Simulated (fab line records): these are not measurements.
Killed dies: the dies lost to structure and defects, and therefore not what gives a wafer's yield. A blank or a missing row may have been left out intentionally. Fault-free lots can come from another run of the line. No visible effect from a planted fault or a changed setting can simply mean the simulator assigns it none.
What tool caused it?	flow nand_harc	6 lots, 18 wafers sampled, at 2 steps of a route of 1302

## WHAT THE GAUGES SHOWED, per wafer
NHARC_A_BLC_INSPECT_28.
lot	measured	on	raw_defect_count
L528	day 23 05:57	defect_inspect-02	614 486 510
L531	day 23 15:03	defect_inspect-01	494 317 351
L538	day 26 20:35	defect_inspect-02	566 593 722
L537	day 27 01:48	defect_inspect-02	543 572 839
L545	day 30 09:21	defect_inspect-01	554 569 351
L548	day 30 16:57	defect_inspect-02	567 559 643

## EACH LOT AND THE TOOL THAT RAN IT (in order: tool; ch and the chambers of the sampled wafers; start)
lot	NHARC_A_BLC_STRIP_21
L528	rie_diel-10 ch 0,2,3, day 23 04:09
L531	rie_diel-11 ch 0,1,2, day 23 13:16
L538	rie_diel-10 ch 0,2,3, day 26 18:49
L537	rie_diel-10 ch 0,1,3, day 26 23:59
L545	rie_diel-11 ch 1,2,3, day 30 07:34
L548	rie_diel-10 ch 2,3, day 30 14:40
- NHARC_A_BLC_STRIP_21: strips in O2.

## THE ANSWER, worked out from the rows above alone
Rule: the usual values come from the lots themselves. The widest of any qualifying gaps counts: lots, ordered by their means at a reading, are off when they make up no more than a third of the lots, leave a main group of 4 or more, and stand apart from it by 3 or more times the standard deviation of that group's means. A main group is skipped when, at the precision printed for the reading in the tables above, its means are all equal. Also off: a lot with no number at a reading for which 4 or more lots have one. Any other lot the step has rows for is counted as sound.
None of the lots is off at any reading shown; this tells nothing.

## WHAT THE SIMULATOR HAD PUT IN
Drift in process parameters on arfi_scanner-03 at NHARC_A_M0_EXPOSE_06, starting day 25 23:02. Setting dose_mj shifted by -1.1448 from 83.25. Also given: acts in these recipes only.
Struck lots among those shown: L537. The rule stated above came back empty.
